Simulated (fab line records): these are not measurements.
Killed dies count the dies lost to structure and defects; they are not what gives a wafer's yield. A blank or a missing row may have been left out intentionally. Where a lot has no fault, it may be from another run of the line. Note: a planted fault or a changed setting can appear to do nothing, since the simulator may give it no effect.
fab line records + flow n5Finfet
[record]
- lots = 7
- wafers = 39
route steps=1938 shown BEOL_M7@1263 BEOL_M11@1552 MIM_BOT_LITHO@1860
startH: hours from the record's opening day to when the first of the lot's shown wafers began + waitH: hours since the lot's step before + " unchanged from the row above + L1.1+2: a row that stands for several wafers + - no value, or no start was given + * or withheld: withheld + < > ~ a bound
route shown NAME@n: a module of which the file shows steps, and the number in the route of the first + usual: mean/standard deviation of fault-free wafers + same: alike in all rows + chamber/n: place in a boat + sites: per-site readings + _std_site: how widely they spread, as a standard deviation + _edge_site: outer sites' mean less inner sites' + radiusMm: how far each site lies from the wafer's centre + mask NAME#n: copy n + behind: the tool/chamber that last shaped the wafer + hold: why the lot went on hold/how many hours it stayed there/how the hold came to an end + device: the transistor (n, p or np) that didn't switch + end of line: the same wafers' tests at the end of the route + a step given without rows: its recipe and nothing more + killed: not the wafer's yield, but the dies lost to structure and defects at the first sort + map: shows each die of a wafer: x if killed, . if not, _ if none is there
set.NAME: the setting that was run; set.NAME@STEP: the one run at that earlier step + model.NAME: the simulator's own value behind a step, which no gauge read
lots where settings were altered on purpose, with a table for each step and a row for each wafer
[[steps]]
[step N5_BEOL_M7_ILD_DEP_00]
[recipe]
- material = SiCOH_lowk
- targetThkA = 1797.5
- tempC = 300
- precursor = DEMS/porogen
- pressureTorr = 5
- rfW = 500
- timeS = 33.4
| lot.wafer | tool     | chamber | startH | waitH | set.targetThkA | model.SiCOH_lowk_of_BEOL_M7_ILD_DEP_00.thkNm |
|-----------|----------|---------|--------|-------|----------------|----------------------------------------------|
| L080.1    | pecvd-03 | 0       | 219.84 | 0.0   | 978            | 96.8                                         |
| L080.2    | "        | 2       | "      | "     | 1797.5         | 178.8                                        |
| L080.3    | "        | 1       | "      | "     | 1797.5         | 176                                          |
| L080.4    | "        | 1       | "      | "     | 978            | 98.2                                         |
| L080.5    | "        | 0       | "      | "     | 978            | 99.2                                         |
| L080.6    | "        | 2       | "      | "     | 1797.5         | 182.2                                        |
| L081.1    | pecvd-03 | 1       | 227.47 | 0.0   | 1797.5         | 178                                          |
| L081.2    | "        | 0       | "      | "     | 1797.5         | 178.8                                        |
| L081.3    | "        | 2       | "      | "     | 2139           | 213.2                                        |
| L081.4    | "        | 2       | "      | "     | 2139           | 217                                          |
| L081.5    | "        | 1       | "      | "     | 1797.5         | 180.6                                        |
| L081.6    | "        | 0       | "      | "     | 2139           | 216.8                                        |
| L083.1    | pecvd-04 | 2       | 233.87 | 0.0   | 2658           | 261.8                                        |
| L083.2    | "        | 1       | "      | "     | 2658           | 261                                          |
| L083.3    | "        | 0       | "      | "     | 1797.5         | 178.2                                        |
| L083.4    | "        | 2       | "      | "     | 2658           | 267.4                                        |
| L083.5    | "        | 0       | "      | "     | 1797.5         | 179.8                                        |
| L083.6    | "        | 1       | "      | "     | 1797.5         | 179.4                                        |
| L085.1    | pecvd-03 | 1       | 253.26 | 0.0   | 1797.5         | 176.8                                        |
| L085.2    | "        | 2       | "      | "     | 793.6          | 79.6                                         |
| L085.3    | "        | 0       | "      | "     | 1797.5         | 178.4                                        |
| L085.4    | "        | 0       | "      | "     | 793.6          | 78.2                                         |
| L085.5    | "        | 2       | "      | "     | 793.6          | 78.8                                         |
| L085.6    | "        | 1       | "      | "     | 1797.5         | 179                                          |
| L087.1    | pecvd-04 | 2       | 267.43 | 0.0   | 1797.5         | 176.6                                        |
| L087.2    | "        | 1       | "      | "     | 1797.5         | 177.2                                        |
| L087.3    | "        | 0       | "      | "     | 1797.5         | 178                                          |
| L087.4    | "        | 1       | "      | "     | 2653           | 266.8                                        |
| L087.5    | "        | 2       | "      | "     | 2653           | 266.4                                        |
| L087.6    | "        | 0       | "      | "     | 2653           | 266                                          |
| L091.1    | pecvd-04 | 1       | 287.00 | 0.0   | 873.4          | 84.6                                         |
| L091.2    | "        | 0       | "      | "     | 1797.5         | 176.4                                        |
| L091.3    | "        | 2       | "      | "     | 1797.5         | 175.8                                        |
| L091.4    | "        | 1       | "      | "     | 1797.5         | 179.6                                        |
| L091.5    | "        | 0       | "      | "     | 873.4          | 86.2                                         |
| L091.6    | "        | 2       | "      | "     | 873.4          | 87                                           |
| L092.1    | pecvd-01 | 2       | 292.93 | 0.0   | 1797.5         | 180                                          |
| L092.4    | "        | 0       | "      | "     | 1797.5         | 183.8                                        |
| L092.6    | "        | 1       | "      | "     | 1797.5         | 183.2                                        |
[step N5_BEOL_M7_CURE_74]
[recipe]
- tempC = 385
- timeS = 240
- ambient = He/Ar
- material = SiCOH_lowk
| lot.wafer | tool      | chamber | startH | waitH | set.targetThkA@BEOL_M7_ILD_DEP_00 | model.SiCOH_lowk_of_BEOL_M7_ILD_DEP_00.thkNm |
|-----------|-----------|---------|--------|-------|-----------------------------------|----------------------------------------------|
| L080.1    | uvCure-01 | 2       | 219.90 | 0.0   | 978                               | 83.2                                         |
| L080.2    | "         | 2       | "      | "     | 1797.5                            | 154                                          |
| L080.3    | "         | 2       | "      | "     | 1797.5                            | 151.6                                        |
| L080.4    | "         | 2       | "      | "     | 978                               | 84.2                                         |
| L080.5    | "         | 2       | "      | "     | 978                               | 85.2                                         |
| L080.6    | "         | 2       | "      | "     | 1797.5                            | 157.2                                        |
| L081.1    | uvCure-02 | 1       | 227.54 | 0.0   | 1797.5                            | 153.4                                        |
| L081.2    | "         | 1       | "      | "     | 1797.5                            | 154.2                                        |
| L081.3    | "         | 1       | "      | "     | 2139                              | 184.2                                        |
| L081.4+6  | "         | 1       | "      | "     | 2139                              | 187.4                                        |
| L081.5    | "         | 1       | "      | "     | 1797.5                            | 155.8                                        |
| L083.1    | uvCure-03 | 1       | 233.93 | 0.0   | 2658                              | 226.8                                        |
| L083.2    | "         | 1       | "      | "     | 2658                              | 226.2                                        |
| L083.3    | "         | 1       | "      | "     | 1797.5                            | 153.6                                        |
| L083.4    | "         | 1       | "      | "     | 2658                              | 231.8                                        |
| L083.5    | "         | 1       | "      | "     | 1797.5                            | 155                                          |
| L083.6    | "         | 1       | "      | "     | 1797.5                            | 154.6                                        |
| L085.1    | uvCure-02 | 2       | 253.33 | 0.0   | 1797.5                            | 152.4                                        |
| L085.2    | "         | 2       | "      | "     | 793.6                             | 68.2                                         |
| L085.3    | "         | 2       | "      | "     | 1797.5                            | 153.8                                        |
| L085.4    | "         | 2       | "      | "     | 793.6                             | 67                                           |
| L085.5    | "         | 2       | "      | "     | 793.6                             | 67.6                                         |
| L085.6    | "         | 2       | "      | "     | 1797.5                            | 154.4                                        |
| L087.1    | uvCure-03 | 2       | 267.49 | 0.0   | 1797.5                            | 152.2                                        |
| L087.2    | "         | 2       | "      | "     | 1797.5                            | 152.8                                        |
| L087.3    | "         | 2       | "      | "     | 1797.5                            | 153.6                                        |
| L087.4    | "         | 2       | "      | "     | 2653                              | 231.2                                        |
| L087.5    | "         | 2       | "      | "     | 2653                              | 230.8                                        |
| L087.6    | "         | 2       | "      | "     | 2653                              | 230.6                                        |
| L091.1    | uvCure-02 | 0       | 287.06 | 0.0   | 873.4                             | 72.6                                         |
| L091.2    | "         | 0       | "      | "     | 1797.5                            | 152                                          |
| L091.3    | "         | 0       | "      | "     | 1797.5                            | 151.6                                        |
| L091.4    | "         | 0       | "      | "     | 1797.5                            | 154.8                                        |
| L091.5    | "         | 0       | "      | "     | 873.4                             | 74                                           |
| L091.6    | "         | 0       | "      | "     | 873.4                             | 74.6                                         |
| L092.1    | uvCure-03 | 1       | 292.99 | 0.0   | 1797.5                            | 155.2                                        |
| L092.4    | "         | 1       | "      | "     | 1797.5                            | 158.6                                        |
| L092.6    | "         | 1       | "      | "     | 1797.5                            | 158                                          |
[step N5_BEOL_M7_THK_MEAS_01]
[recipe]
- reads = SiCOH_lowk_of_BEOL_M7_ILD_DEP_00
[usual]
- M7_ILD_THK = 155.0/1.9
| lot.wafer | tool         | chamber | startH | waitH | set.targetThkA@BEOL_M7_ILD_DEP_00 | M7_ILD_THK[nm] |
|-----------|--------------|---------|--------|-------|-----------------------------------|----------------|
| L080.1    | filmMetro-02 | -       | 220.42 | 0.4   | 978                               | 83.2           |
| L080.2    | "            | -       | "      | "     | 1797.5                            | 153.9          |
| L080.3    | "            | -       | "      | "     | 1797.5                            | 151.7          |
| L080.4    | "            | -       | "      | "     | 978                               | 84.3           |
| L080.5    | "            | -       | "      | "     | 978                               | 85.1           |
| L080.6    | "            | -       | "      | "     | 1797.5                            | 157.2          |
| L081.1    | filmMetro-02 | -       | 228.05 | 0.4   | 1797.5                            | 153.5          |
| L081.2    | "            | -       | "      | "     | 1797.5                            | 154.2          |
| L081.3    | "            | -       | "      | "     | 2139                              | 184.1          |
| L081.4    | "            | -       | "      | "     | 2139                              | 187.5          |
| L081.5    | "            | -       | "      | "     | 1797.5                            | 155.9          |
| L081.6    | "            | -       | "      | "     | 2139                              | 187.3          |
| L083.1    | filmMetro-02 | -       | 234.44 | 0.4   | 2658                              | 226.9          |
| L083.2    | "            | -       | "      | "     | 2658                              | 226.0          |
| L083.3    | "            | -       | "      | "     | 1797.5                            | 153.6          |
| L083.4    | "            | -       | "      | "     | 2658                              | 231.9          |
| L083.5    | "            | -       | "      | "     | 1797.5                            | 155.1          |
| L083.6    | "            | -       | "      | "     | 1797.5                            | 154.7          |
| L085.1    | filmMetro-01 | -       | 253.84 | 0.4   | 1797.5                            | 152.4          |
| L085.2    | "            | -       | "      | "     | 793.6                             | 68.3           |
| L085.3    | "            | -       | "      | "     | 1797.5                            | 153.8          |
| L085.4    | "            | -       | "      | "     | 793.6                             | 67.1           |
| L085.5    | "            | -       | "      | "     | 793.6                             | 67.6           |
| L085.6    | "            | -       | "      | "     | 1797.5                            | 154.4          |
| L087.1    | filmMetro-02 | -       | 268.01 | 0.4   | 1797.5                            | 152.2          |
| L087.2    | "            | -       | "      | "     | 1797.5                            | 152.7          |
| L087.3    | "            | -       | "      | "     | 1797.5                            | 153.5          |
| L087.4    | "            | -       | "      | "     | 2653                              | 231.0          |
| L087.5    | "            | -       | "      | "     | 2653                              | 230.7          |
| L087.6    | "            | -       | "      | "     | 2653                              | 230.6          |
| L091.1    | filmMetro-01 | -       | 287.57 | 0.4   | 873.4                             | 72.5           |
| L091.2    | "            | -       | "      | "     | 1797.5                            | 152.0          |
| L091.3    | "            | -       | "      | "     | 1797.5                            | 151.6          |
| L091.4    | "            | -       | "      | "     | 1797.5                            | 154.8          |
| L091.5    | "            | -       | "      | "     | 873.4                             | 73.9           |
| L091.6    | "            | -       | "      | "     | 873.4                             | 74.5           |
| L092.1    | filmMetro-02 | -       | 293.51 | 0.4   | 1797.5                            | 155.2          |
| L092.4    | "            | -       | "      | "     | 1797.5                            | 158.6          |
| L092.6    | "            | -       | "      | "     | 1797.5                            | 158.0          |
[step N5_BEOL_M11_DESCUM_16]
[recipe]
- chemistry = O2
- timeS = 7.9
- sourcePowerW = 50
- biasPowerW = 20
- pressureMtorr = 20
- rfFrequencyHz = 2.712e+07
- tempC = 40
- resist = CAR-ArF
- o2FlowSccm = 225
| lot.wafer    | tool       | chamber | startH | waitH | set.timeS | model.CAR-ArF_of_BEOL_M11_COAT_05.thkNm |
|--------------|------------|---------|--------|-------|-----------|-----------------------------------------|
| L080.1       | rieDiel-01 | 0       | 255.63 | 0.0   | 7.9       | 83.8                                    |
| L080.2+4     | "          | 1       | "      | "     | 3.329     | 86.4                                    |
| L080.3       | "          | 3       | "      | "     | 3.329     | 86.6                                    |
| L080.5+6     | "          | 0,3     | "      | "     | 7.9       | 83.6                                    |
| L081.1+4     | rieDiel-03 | 2,1     | 264.51 | 0.1   | 7.9       | 83.4                                    |
| L081.2+3     | "          | 3,1     | "      | "     | 11.98     | 81                                      |
| L081.5       | "          | 2       | "      | "     | 11.98     | 80.8                                    |
| L081.6       | "          | 3       | "      | "     | 7.9       | 83.8                                    |
| L083.1       | rieDiel-03 | 1       | 269.05 | 0.1   | 7.9       | 83.8                                    |
| L083.2+6     | "          | 3       | "      | "     | 9.36      | 82.8                                    |
| L083.3       | "          | 2       | "      | "     | 9.36      | 82.6                                    |
| L083.4       | "          | 1       | "      | "     | 7.9       | 83.4                                    |
| L083.5       | "          | 2       | "      | "     | 7.9       | 83.6                                    |
| L085.1       | rieDiel-03 | 2       | 285.70 | 0.0   | 7.9       | 83.8                                    |
| L085.2+6     | "          | 0,1     | "      | "     | 11.72     | 81.2                                    |
| L085.3       | "          | 3       | "      | "     | 7.9       | 83.4                                    |
| L085.4       | "          | 1       | "      | "     | 11.72     | 81.4                                    |
| L085.5       | "          | 0       | "      | "     | 7.9       | 83.6                                    |
| L087.1       | rieDiel-05 | 2       | 301.64 | 0.0   | 7.9       | 84.4                                    |
| L087.2+6     | "          | 0,2     | "      | "     | 10.69     | 82.4                                    |
| L087.3       | "          | 1       | "      | "     | 10.69     | 82.2                                    |
| L087.4+5     | "          | 3       | "      | "     | 7.9       | 83.8                                    |
| L091.1+2+4+6 | rieDiel-03 | 3,1,0,3 | 316.80 | 0.0   | 7.9       | 83.8                                    |
| L091.3       | "          | 2       | "      | "     | 7.9       | 83.4                                    |
| L091.5       | "          | 2       | "      | "     | 7.9       | 83.6                                    |
| L092.1       | rieDiel-05 | 0       | 333.48 | 0.0   | 7.9       | 83.6                                    |
| L092.4+6     | "          | 3       | "      | "     | 7.9       | 83.4                                    |
[step N5_MIM_BOT_LITHO_DEVELOP_07]
[recipe]
- developTimeS = 60
- rinseLiquid = diw
- dry = airSpin
- devTempC = 21
| lot.wafer        | tool          | chamber | startH | waitH | set.developTimeS |
|------------------|---------------|---------|--------|-------|------------------|
| L080.1+3+6       | lithoTrack-04 | 0       | -      | -     | 34.67            |
| L080.2+4+5       | "             | 0       | "      | "     | 60               |
| L081.1+2+6       | lithoTrack-04 | 0       | -      | -     | 88.91            |
| L081.3+4+5       | "             | 0       | "      | "     | 60               |
| L083.1+3+6       | lithoTrack-02 | 0       | -      | -     | 92.33            |
| L083.2+4+5       | "             | 0       | "      | "     | 60               |
| L085.1+2+6       | lithoTrack-04 | 0       | -      | -     | 60               |
| L085.3+4+5       | "             | 0       | "      | "     | 37.01            |
| L087.1+2+3+4+5+6 | lithoTrack-04 | 0       | -      | -     | 60               |
| L091.1+2+3       | lithoTrack-01 | 0       | -      | -     | 60               |
| L091.4+5+6       | "             | 0       | "      | "     | 81.76            |
| L092.1+4+6       | lithoTrack-04 | 0       | -      | -     | 60               |
[step N5_MIM_BOT_LITHO_HARDBAKE_09]
[recipe]
- tempC = 130
- timeS = 120
[step N5_MIM_BOT_LITHO_CD_MEAS_08]
[recipe]
- targetCdNm = 3000
- landingEnergyEv = 500
- detector = seInlens
- polarity = opening
[usual]
- cdNm = 3000.0/1.4
| lot.wafer | tool     | chamber | startH | waitH | set.developTimeS@MIM_BOT_LITHO_DEVELOP_07 | cdNm   |
|-----------|----------|---------|--------|-------|-------------------------------------------|--------|
| L080.1    | cdSem-01 | 0       | 293.90 | -     | 34.67                                     | 2988.7 |
| L080.2    | "        | 0       | "      | "     | 60                                        | 2999.2 |
| L080.3    | "        | 0       | "      | "     | 34.67                                     | 2987.5 |
| L080.4    | "        | 0       | "      | "     | 60                                        | 3000.5 |
| L080.5    | "        | 0       | "      | "     | 60                                        | 2998.0 |
| L080.6    | "        | 0       | "      | "     | 34.67                                     | 2988.9 |
| L081.1    | cdSem-02 | 0       | 299.06 | -     | 88.91                                     | 3008.8 |
| L081.2    | "        | 0       | "      | "     | 88.91                                     | 3006.4 |
| L081.3    | "        | 0       | "      | "     | 60                                        | 3002.1 |
| L081.4    | "        | 0       | "      | "     | 60                                        | 2999.9 |
| L081.5    | "        | 0       | "      | "     | 60                                        | 3000.1 |
| L081.6    | "        | 0       | "      | "     | 88.91                                     | 3008.2 |
| L083.1    | cdSem-02 | 0       | 304.44 | -     | 92.33                                     | 3007.7 |
| L083.2    | "        | 0       | "      | "     | 60                                        | 2999.9 |
| L083.3    | "        | 0       | "      | "     | 92.33                                     | 3007.8 |
| L083.4    | "        | 0       | "      | "     | 60                                        | 3000.1 |
| L083.5    | "        | 0       | "      | "     | 60                                        | 3000.2 |
| L083.6    | "        | 0       | "      | "     | 92.33                                     | 3007.1 |
| L085.1    | cdSem-02 | 0       | 314.30 | -     | 60                                        | 2999.1 |
| L085.2    | "        | 0       | "      | "     | 60                                        | 2999.8 |
| L085.3    | "        | 0       | "      | "     | 37.01                                     | 2990.8 |
| L085.4    | "        | 0       | "      | "     | 37.01                                     | 2988.0 |
| L085.5    | "        | 0       | "      | "     | 37.01                                     | 2989.8 |
| L085.6    | "        | 0       | "      | "     | 60                                        | 2998.7 |
| L087.1    | cdSem-03 | 0       | 337.02 | -     | 60                                        | 2999.3 |
| L087.2    | "        | 0       | "      | "     | 60                                        | 2998.2 |
| L087.3    | "        | 0       | "      | "     | 60                                        | 2999.3 |
| L087.4    | "        | 0       | "      | "     | 60                                        | 3001.6 |
| L087.5    | "        | 0       | "      | "     | 60                                        | 2999.0 |
| L087.6    | "        | 0       | "      | "     | 60                                        | 3000.6 |
| L091.1    | cdSem-03 | 0       | 352.46 | -     | 60                                        | 3001.0 |
| L091.2    | "        | 0       | "      | "     | 60                                        | 3001.0 |
| L091.3    | "        | 0       | "      | "     | 60                                        | 3001.0 |
| L091.4    | "        | 0       | "      | "     | 81.76                                     | 3009.0 |
| L091.5    | "        | 0       | "      | "     | 81.76                                     | 3007.2 |
| L091.6    | "        | 0       | "      | "     | 81.76                                     | 3007.2 |
| L092.1    | cdSem-02 | 0       | 364.96 | -     | 60                                        | 2997.0 |
| L092.4    | "        | 0       | "      | "     | 60                                        | 2997.9 |
| L092.6    | "        | 0       | "      | "     | 60                                        | 2999.0 |
[[key]]
[split]
- step = N5_BEOL_M7_ILD_DEP_00
- setting = targetThkA
- stated = 1797.5
- by = wafer
[response]
- step = N5_BEOL_M7_ILD_DEP_00
- reading = model.SiCOH_lowk_of_BEOL_M7_ILD_DEP_00.thkNm
- change = +1.79
- per = 1%
- r = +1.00
[response]
- step = N5_BEOL_M7_CURE_74
- reading = model.SiCOH_lowk_of_BEOL_M7_ILD_DEP_00.thkNm
- change = +1.56
- per = 1%
- r = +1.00
[response]
- step = N5_BEOL_M7_THK_MEAS_01
- reading = M7_ILD_THK
- change = +1.56
- per = 1%
- r = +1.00
[split]
- step = N5_BEOL_M11_DESCUM_16
- setting = timeS
- stated = 7.9
- by = wafer
[response]
- step = N5_BEOL_M11_DESCUM_16
- reading = model.CAR-ArF_of_BEOL_M11_COAT_05.thkNm
- change = -0.0487
- per = 1%
- r = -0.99
[split]
- step = N5_MIM_BOT_LITHO_DEVELOP_07
- setting = developTimeS
- stated = 60
- by = wafer
[response]
- step = N5_MIM_BOT_LITHO_CD_MEAS_08
- reading = cdNm
- change = +0.186
- per = 1%
- r = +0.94
